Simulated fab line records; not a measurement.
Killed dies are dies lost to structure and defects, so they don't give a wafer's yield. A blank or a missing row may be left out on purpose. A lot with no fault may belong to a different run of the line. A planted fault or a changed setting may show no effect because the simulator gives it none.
3 desks, one fault    flow n5_finfet    numbers are kept per desk, each desk with only its own; the story behind them comes last

== AT THE TOOL OWNER'S DESK: litho_track-01 ==
The tool's own readings at N5_MOL_CONTACT_COAG_COAT_76 (time 60 s, resist thk 10 nm): means of the sampled wafers that have a number, for each lot that ran on this tool. Any lot whose mean is over 4 standard deviations away from the usual mean is out of limits and marked OUT; that distance is given in the brackets.
Columns: A = chill_plate_temp_C at N5_MOL_CONTACT_COAG_COAT_76, usual 23.00 C; B = heater_power_total_W at N5_MOL_CONTACT_COAG_COAT_76, usual 427.5 W; C = spin_speed_rpm at N5_MOL_CONTACT_COAG_COAT_76, usual 1500.2 rpm
lot   first seen here  A      B      C
L216  day 6 14:50      23.04  427.1  1500.5
L219  day 7 05:46      23.09  428.2  1579.6 (+90) OUT
L220  day 7 14:53      22.98  426.2  1578.8 (+89) OUT
This desk finds L219, L220 out of limits, L219 being first, at day 7 05:46 (spin_speed_rpm at N5_MOL_CONTACT_COAG_COAT_76). Within limits: L216.

== THE DEFECT DESK ==
Lot by lot, what the route's inspections counted, given as the mean of those sampled wafers with a number. Any lot whose mean is over 4 standard deviations away from the usual mean is out of limits and marked OUT; that distance is given in the brackets.
Columns: A = raw_defect_count at N5_MOL_CONTACT_COAG_INSPECT_57, usual 175
lot   first seen here  A
L211  day 5 14:29      190
L216  day 6 15:11      192
L219  day 7 10:45      143
L220  day 7 15:23      146
L231  day 10 06:43     173
L233  day 10 19:35     178
Finding of this desk: none of the 6 lots has anything out of limits.

== METROLOGY DESK ==
Means of the sampled wafers that have a number, per lot and without regard to the tool the lot ran on: this is what the gauges read. Any lot whose mean is over 4 standard deviations away from the usual mean is out of limits and marked OUT; that distance is given in the brackets.
Columns: A = MD_CAP_THK at N5_MOL_CONTACT_COAG_THK_MEAS_29, usual 17.94 nm; B = cd_nm at N5_MOL_CONTACT_COAG_CD_MEAS_84, usual 25.16 nm; C = VG_OVL at N5_MOL_CONTACT_COAG_OVL_MEAS_85, usual -0.4 nm
lot   first seen here  A      B      C
L211  day 5 13:23      18.03  24.85  -0.2
L216  day 6 14:14      17.88  25.31  -0.2
L219  day 7 05:10      17.94  25.17  -0.6
L220  day 7 14:17      17.85  25.17  0.4
L231  day 10 05:38     17.89  25.33  0.0
L233  day 10 18:35     17.96  24.95  -0.1
Finding of this desk: none of the 6 lots has anything out of limits.

== ALL TOGETHER ==
The tool owner's desk could have raised an alarm at day 7 05:46, on L219, L220.
The defect desk saw nothing out of limits.
The metrology desk saw nothing out of limits.
The defect desk has L219, L220 on record, within its limits.
The metrology desk holds a record of L219, L220, inside its limits.
N5_MOL_CONTACT_COAG_COAT_76 was run on litho_track-01 by each of the lots named.

== WHAT THE SIMULATOR PUT IN ==
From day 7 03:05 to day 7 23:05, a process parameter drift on litho_track-01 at N5_MOL_CONTACT_COAG_COAT_76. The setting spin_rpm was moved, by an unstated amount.
Struck lots among those shown: L219, L220.
Delay in hours, fault start to first out-of-limits reading, by desk: the tool owner's desk at 3.
